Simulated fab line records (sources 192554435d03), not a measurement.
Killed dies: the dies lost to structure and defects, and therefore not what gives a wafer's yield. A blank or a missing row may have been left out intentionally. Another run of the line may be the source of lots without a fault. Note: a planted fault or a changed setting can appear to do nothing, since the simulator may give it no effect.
Chamber matching :: flow n5-finfet :: 4 sister chambers for N5_SD_EPI_N_ETCH_16 on rie-diel-03
The step etches SiO2 in CHF3/O2, target depth 5 nm. 4 wafers are shown with their chamber, then 8 later ones without.

== WAFERS, EACH WITH ITS CHAMBER ==
wafer: L087.5
chamber: 1
rf-vpp-V (V): 548

wafer: L090.2
chamber: 3
rf-vpp-V (V): 531

wafer: L090.5
chamber: 0
rf-vpp-V (V): 505

wafer: L092.1
chamber: 2
rf-vpp-V (V): 531

== WAFERS WITHOUT THEIR CHAMBER ==
wafer: L092.4
rf-vpp-V (V): 504

wafer: L092.6
rf-vpp-V (V): 530

wafer: L094.2
rf-vpp-V (V): 548

wafer: L094.3
rf-vpp-V (V): 531

wafer: L094.5
rf-vpp-V (V): 530

wafer: L095.4
rf-vpp-V (V): 532

wafer: L095.5
rf-vpp-V (V): 530

wafer: L095.6
rf-vpp-V (V): 531

== EACH ONE'S CHAMBER ==
wafer: L092.4
from the rows above: 0
in truth: 0

wafer: L092.6
from the rows above: can't be placed: 2 or 3
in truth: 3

wafer: L094.2
from the rows above: 1
in truth: 1

wafer: L094.3
from the rows above: can't be placed: 2 or 3
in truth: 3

wafer: L094.5
from the rows above: can't be placed: 2 or 3
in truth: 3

wafer: L095.4
from the rows above: can't be placed: 2 or 3
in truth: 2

wafer: L095.5
from the rows above: can't be placed: 2 or 3
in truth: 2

wafer: L095.6
from the rows above: can't be placed: 2 or 3
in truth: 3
Correctly placed: 2 of 8. Cannot be placed on the basis of these rows: 6; the candidates contain the true chamber in 6. Wrongly placed: 0.
How it was worked out, from the rows above alone: a wafer's distance from a chamber is the root of the sum, over the readings, of the square of ((its reading less the chamber's mean) divided by the reading's scatter). If the next closest chamber is less than 2 further off than the closest, the wafer can't be placed; otherwise it belongs to the closest. A chamber's mean is the mean of its shown wafers. The scatter (one wafer shown for each chamber): square how far every hidden wafer sits from the nearest shown wafer, average those squares and take the square root.
